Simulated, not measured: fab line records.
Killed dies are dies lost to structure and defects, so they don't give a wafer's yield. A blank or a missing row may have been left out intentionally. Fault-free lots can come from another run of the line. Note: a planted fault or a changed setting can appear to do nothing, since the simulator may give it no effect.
Split-lot study	flow n5 finfet	route with 1938 steps; 7 lots, 21 wafers read

ABOUT THE SPLIT
At N5_MOL_CONTACT_COAG_ALD_133 (deposits SiO2, target thk 5 nm, pulse time 1 s, co reactant pulse time 1 s), the setting ald cycles was moved away from the recipe's 35 on 8 of the 21 wafers read, by -17.1% to +14.3%. All remaining wafers had this setting at the recipe value.

Reading taken at the split's own step.

THE READING
SiO2_of_MOL_CONTACT_COAG_ALD_133.thk nm (the simulator's own value, which no gauge read), in nm, at N5_MOL_CONTACT_COAG_ALD_133 (deposits SiO2, target thk 5 nm, pulse time 1 s, co reactant pulse time 1 s). There is no usual value for it anywhere in the file.

wafer	tool, chamber at the split	ald cycles as run	against the recipe	SiO2_of_MOL_CONTACT_COAG_ALD_133.thk nm, nm	against lot-mates on the recipe
L075.1	ald sin-03, 2	29	-17.1%	4.2	-0.8
L075.5	ald sin-03, 0,1	35	recipe	5	-
L075.6	ald sin-03, 0,1	35	recipe	5	-
L078.3	ald sin-01, 3	35	recipe	5	-
L078.5	ald sin-01, 2,3	34	-2.9%	4.8	-0.2
L078.6	ald sin-01, 2,3	34	-2.9%	4.8	-0.2
L079.2	ald sin-04, 0	32	-8.6%	4.6	-0.4
L079.4	ald sin-04, 0,3	35	recipe	5	-
L079.6	ald sin-04, 0,3	35	recipe	5	-
L085.1	ald sin-04, 2,3	31	-11.4%	4.4	-0.6
L085.3	ald sin-04, 2,3	31	-11.4%	4.4	-0.6
L085.2	ald sin-04, 1	35	recipe	5	-
L091.3	ald sin-01, 2,1	35	recipe	5	-
L091.5	ald sin-01, 2,1	35	recipe	5	-
L091.4	ald sin-01, 3	40	+14.3%	5.6	+0.6
L092.2	ald sin-03, 1,0,3	35	recipe	5	-
L092.3	ald sin-03, 1,0,3	35	recipe	5	-
L092.5	ald sin-03, 1,0,3	35	recipe	5	-
L093.3	ald sin-03, 0,1	35	recipe	5	-
L093.5	ald sin-03, 0,1	35	recipe	5	-
L093.4	ald sin-03, 2	38	+8.6%	5.4	+0.4
When a row names more than one chamber, that row covers several wafers, and the file does not tell which wafer ran in which chamber.

FIT RESULTS
A straight line over all 21 wafers: SiO2_of_MOL_CONTACT_COAG_ALD_133.thk nm changes by +0.0472 nm for each +1% of ald cycles; r = +1.00; the points scatter about the line by 0.03 nm.
The same after taking each lot's own level away (the mean of its wafers on the recipe; 21 wafers): +0.0472 nm for each +1%; r = +1.00; scatter 0.03 nm.
That fit puts the effect of the largest move of ald cycles on the reading at 0.81 nm.
The lots' own levels span 5.00 to 5.00 nm.
So the lot-to-lot level changes the slope little: the two slopes agree.
Check: -0.836 nm against its lot-mates is what the line predicts for one of the wafers moved furthest among these (-17.1%) when that wafer is left out of the fit. It came out at -0.8 nm against them.

THESE WAFERS: OTHER SPLITS
Before the reading, these wafers also passed through other splits. Each is held against what the fit with the lots' levels taken away leaves over:
other split on the same wafers	wafers away from the commonest value	r with SiO2_of_MOL_CONTACT_COAG_ALD_133.thk nm (lot level and that fit taken away)
N5_DUMMY_GATE_COAT_28 spin rpm	8	+0.03
N5_SD_EPI_N_EXPOSE_06 dose mj	8	-0.06
N5_SD_EPI_N_PEB_07 peb temp c	6	-0.44
N5_SDB_CUT_ETCH_26 bias w	as run: not given for these wafers	-
N5_MOL_CONTACT_COAG_ETCH_106 source w	10	-0.32

THE FILE'S OWN FIT
SiO2_of_MOL_CONTACT_COAG_ALD_133.thk nm changes by +0.0467 nm for each +1% of ald cycles, r = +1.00.
